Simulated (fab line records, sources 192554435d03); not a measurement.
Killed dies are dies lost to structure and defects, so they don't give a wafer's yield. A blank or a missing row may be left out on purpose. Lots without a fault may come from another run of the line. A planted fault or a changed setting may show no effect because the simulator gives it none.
Chamber matching | flow n5_finfet | N5_BEOL_M8_DEP_56 on pecvd-02: 3 sister chambers
The step deposits SiCN from 3MS/NH3, target thk 10 nm, time 17.5 s. 6 wafers are shown with their chamber, then 9 later ones without.

WAFERS WITH THEIR CHAMBER
wafer  | chamber | showerhead_plenum_p_Torr (Torr) | throttle_valve_pct (%)
L081.5 | 2       | 3.678                           | 9.2
L087.2 | 2       | 3.679                           | 9.5
L087.6 | 1       | 3.656                           | 8.7
L091.2 | 0       | 3.669                           | 9.0
L091.5 | 0       | 3.674                           | 8.8
L091.6 | 1       | 3.662                           | 8.8

WAFERS WITHOUT THEIR CHAMBER
wafer  | showerhead_plenum_p_Torr (Torr) | throttle_valve_pct (%)
L094.1 | 3.675                           | 9.5
L094.2 | 3.646                           | 8.7
L094.6 | 3.682                           | 9.1
L093.3 | 3.677                           | 9.6
L093.4 | 3.676                           | 8.9
L093.6 | 3.679                           | 9.6
L096.2 | 3.654                           | 9.1
L096.4 | 3.677                           | 9.4
L096.5 | 3.676                           | 8.9

WHICH CHAMBER EACH WENT THROUGH
wafer  | from the rows above     | in truth
L094.1 | 2                       | 2
L094.2 | 1                       | 1
L094.6 | can't be placed: 2 or 0 | 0
L093.3 | 2                       | 2
L093.4 | can't be placed: 0 or 2 | 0
L093.6 | 2                       | 2
L096.2 | 1                       | 1
L096.4 | 2                       | 2
L096.5 | can't be placed: 0 or 2 | 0
Placed correctly: 6 of 9. Can't be placed from these rows: 3 (the true chamber is among the candidates in 3). Placed wrongly: 0.
How it was worked out, from the rows above alone: a wafer's distance from a chamber is the root of the sum, over the readings, of the square of ((its reading less the chamber's mean) divided by the reading's scatter). The wafer belongs to the nearest chamber; if the next one is less than 2 further off, it can't be placed. A chamber's mean is the mean of its shown wafers. The scatter: the root of (the sum of the squares of (reading less its chamber's mean) over the shown wafers, divided by (wafers less chambers)).
